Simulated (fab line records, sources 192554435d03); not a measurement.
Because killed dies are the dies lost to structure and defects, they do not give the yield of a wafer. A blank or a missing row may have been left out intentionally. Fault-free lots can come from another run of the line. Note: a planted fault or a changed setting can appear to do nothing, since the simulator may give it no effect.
Split-lot trial :: flow n5 finfet :: 7 lots, 39 wafers read, on a route of 1938 steps

== ABOUT THE SPLIT ==
At N5_DUMMY_GATE_ETCH_32 (etches SiO2 in CF4, target depth 3.5 nm, time 3.9 s), the setting time s was moved away from the recipe's 3.9 s on 12 of the 39 wafers read, by -13.6% to +19.3%. The other wafers ran this setting at the recipe's value.

The split's own step is where the reading is taken.

== THE READING ==
etch.depth nm (the simulator's own value, which no gauge read), in nm, at N5_DUMMY_GATE_ETCH_32 (etches SiO2 in CF4, target depth 3.5 nm, time 3.9 s). The file does not state a usual value for it. Here, 27 wafers ran the recipe; their average is 3.511 nm with a standard deviation of 0.041 nm.

wafer: L074.1
tool, chamber at the split: rie si-03, 2
time s as run, s: 3.9
against the recipe: recipe
etch.depth nm, nm: 3.518
against lot-mates on the recipe: -

wafer: L074.2
tool, chamber at the split: rie si-03, 1
time s as run, s: 3.9
against the recipe: recipe
etch.depth nm, nm: 3.528
against lot-mates on the recipe: -

wafer: L074.3
tool, chamber at the split: rie si-03, 3
time s as run, s: 4.591
against the recipe: +17.7%
etch.depth nm, nm: 4.192
against lot-mates on the recipe: +0.665

wafer: L074.4
tool, chamber at the split: rie si-03, 0
time s as run, s: 4.591
against the recipe: +17.7%
etch.depth nm, nm: 4.016
against lot-mates on the recipe: +0.489

wafer: L074.5
tool, chamber at the split: rie si-03, 1
time s as run, s: 4.591
against the recipe: +17.7%
etch.depth nm, nm: 4.14
against lot-mates on the recipe: +0.613

wafer: L074.6
tool, chamber at the split: rie si-03, 2
time s as run, s: 3.9
against the recipe: recipe
etch.depth nm, nm: 3.534
against lot-mates on the recipe: -

wafer: L077.2
tool, chamber at the split: rie si-03, 2
time s as run, s: 3.9
against the recipe: recipe
etch.depth nm, nm: 3.532
against lot-mates on the recipe: -

wafer: L077.5
tool, chamber at the split: rie si-03, 0
time s as run, s: 3.9
against the recipe: recipe
etch.depth nm, nm: 3.41
against lot-mates on the recipe: -

wafer: L077.6
tool, chamber at the split: rie si-03, 3
time s as run, s: 3.9
against the recipe: recipe
etch.depth nm, nm: 3.56
against lot-mates on the recipe: -

wafer: L080.1
tool, chamber at the split: rie si-05, 2
time s as run, s: 4.654
against the recipe: +19.3%
etch.depth nm, nm: 4.148
against lot-mates on the recipe: +0.662

wafer: L080.2
tool, chamber at the split: rie si-05, 1
time s as run, s: 3.9
against the recipe: recipe
etch.depth nm, nm: 3.496
against lot-mates on the recipe: -

wafer: L080.3
tool, chamber at the split: rie si-05, 0
time s as run, s: 4.654
against the recipe: +19.3%
etch.depth nm, nm: 4.112
against lot-mates on the recipe: +0.626

wafer: L080.4
tool, chamber at the split: rie si-05, 3
time s as run, s: 3.9
against the recipe: recipe
etch.depth nm, nm: 3.525
against lot-mates on the recipe: -

wafer: L080.5
tool, chamber at the split: rie si-05, 0
time s as run, s: 3.9
against the recipe: recipe
etch.depth nm, nm: 3.436
against lot-mates on the recipe: -

wafer: L080.6
tool, chamber at the split: rie si-05, 3
time s as run, s: 4.654
against the recipe: +19.3%
etch.depth nm, nm: 4.162
against lot-mates on the recipe: +0.676

wafer: L084.1
tool, chamber at the split: rie si-04, 2
time s as run, s: 3.371
against the recipe: -13.6%
etch.depth nm, nm: 3.055
against lot-mates on the recipe: -0.490

wafer: L084.2
tool, chamber at the split: rie si-04, 0
time s as run, s: 3.9
against the recipe: recipe
etch.depth nm, nm: 3.555
against lot-mates on the recipe: -

wafer: L084.3
tool, chamber at the split: rie si-04, 3
time s as run, s: 3.371
against the recipe: -13.6%
etch.depth nm, nm: 3.041
against lot-mates on the recipe: -0.504

wafer: L084.4
tool, chamber at the split: rie si-04, 3
time s as run, s: 3.371
against the recipe: -13.6%
etch.depth nm, nm: 3.031
against lot-mates on the recipe: -0.514

wafer: L084.5
tool, chamber at the split: rie si-04, 0
time s as run, s: 3.9
against the recipe: recipe
etch.depth nm, nm: 3.509
against lot-mates on the recipe: -

wafer: L084.6
tool, chamber at the split: rie si-04, 2
time s as run, s: 3.9
against the recipe: recipe
etch.depth nm, nm: 3.572
against lot-mates on the recipe: -

wafer: L087.1
tool, chamber at the split: rie si-04, 0
time s as run, s: 3.9
against the recipe: recipe
etch.depth nm, nm: 3.498
against lot-mates on the recipe: -

wafer: L087.2
tool, chamber at the split: rie si-04, 2
time s as run, s: 3.9
against the recipe: recipe
etch.depth nm, nm: 3.547
against lot-mates on the recipe: -

wafer: L087.3
tool, chamber at the split: rie si-04, 3
time s as run, s: 3.9
against the recipe: recipe
etch.depth nm, nm: 3.495
against lot-mates on the recipe: -

wafer: L087.4
tool, chamber at the split: rie si-04, 1
time s as run, s: 3.9
against the recipe: recipe
etch.depth nm, nm: 3.476
against lot-mates on the recipe: -

wafer: L087.5
tool, chamber at the split: rie si-04, 3
time s as run, s: 3.9
against the recipe: recipe
etch.depth nm, nm: 3.48
against lot-mates on the recipe: -

wafer: L087.6
tool, chamber at the split: rie si-04, 2
time s as run, s: 3.9
against the recipe: recipe
etch.depth nm, nm: 3.522
against lot-mates on the recipe: -

wafer: L090.1
tool, chamber at the split: rie si-04, 1
time s as run, s: 3.9
against the recipe: recipe
etch.depth nm, nm: 3.502
against lot-mates on the recipe: -

wafer: L090.2
tool, chamber at the split: rie si-04, 0
time s as run, s: 3.9
against the recipe: recipe
etch.depth nm, nm: 3.563
against lot-mates on the recipe: -

wafer: L090.3
tool, chamber at the split: rie si-04, 3
time s as run, s: 3.9
against the recipe: recipe
etch.depth nm, nm: 3.504
against lot-mates on the recipe: -

wafer: L090.4
tool, chamber at the split: rie si-04, 2
time s as run, s: 3.9
against the recipe: recipe
etch.depth nm, nm: 3.538
against lot-mates on the recipe: -

wafer: L090.5
tool, chamber at the split: rie si-04, 1
time s as run, s: 3.9
against the recipe: recipe
etch.depth nm, nm: 3.508
against lot-mates on the recipe: -

wafer: L090.6
tool, chamber at the split: rie si-04, 2
time s as run, s: 3.9
against the recipe: recipe
etch.depth nm, nm: 3.536
against lot-mates on the recipe: -

wafer: L095.1
tool, chamber at the split: rie si-03, 3
time s as run, s: 3.425
against the recipe: -12.2%
etch.depth nm, nm: 3.12
against lot-mates on the recipe: -0.367

wafer: L095.2
tool, chamber at the split: rie si-03, 0
time s as run, s: 3.9
against the recipe: recipe
etch.depth nm, nm: 3.407
against lot-mates on the recipe: -

wafer: L095.3
tool, chamber at the split: rie si-03, 2
time s as run, s: 3.9
against the recipe: recipe
etch.depth nm, nm: 3.52
against lot-mates on the recipe: -

wafer: L095.4
tool, chamber at the split: rie si-03, 1
time s as run, s: 3.425
against the recipe: -12.2%
etch.depth nm, nm: 3.069
against lot-mates on the recipe: -0.418

wafer: L095.5
tool, chamber at the split: rie si-03, 0
time s as run, s: 3.425
against the recipe: -12.2%
etch.depth nm, nm: 3.019
against lot-mates on the recipe: -0.468

wafer: L095.6
tool, chamber at the split: rie si-03, 1
time s as run, s: 3.9
against the recipe: recipe
etch.depth nm, nm: 3.534
against lot-mates on the recipe: -

FIT RESULTS
A straight line over all 39 wafers: etch.depth nm changes by +0.034 nm for each +1% of time s; r = +0.99; the points scatter about the line by 0.044 nm.
The same after taking each lot's own level away (the mean of its wafers on the recipe; 39 wafers): +0.0344 nm for each +1%; r = +0.99; scatter 0.041 nm.
On that fit, the largest move of time s shifts the reading by 0.66 nm.
From 3.4857 to 3.5453 nm: that is the span of the lots' own levels, equal to 1.5 times the standard deviation above.
The two slopes are in agreement: the lot-to-lot level therefore moves the slope only a little.
Check: +0.659 nm against its lot-mates is what the line predicts for one of the wafers moved furthest among these (+19.3%) when that wafer is left out of the fit. Against them it came out at +0.662 nm.

== FURTHER SPLITS ON THESE WAFERS ==
Other splits were also applied to these wafers ahead of the reading. Each is held against what the fit with the lots' levels taken away leaves over:
other split on the same wafers: N5_DUMMY_GATE_ETCH_37 source w
wafers away from the commonest value: 15
r with etch.depth nm (lot level and that fit taken away): +0.11

other split on the same wafers: N5_DUMMY_GATE_ETCH_31 target depth a
wafers away from the commonest value: 9
r with etch.depth nm (lot level and that fit taken away): -0.01

== FILE'S OWN FIT ==
etch.depth nm changes by +0.0343 nm for each +1% of time s, r = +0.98.
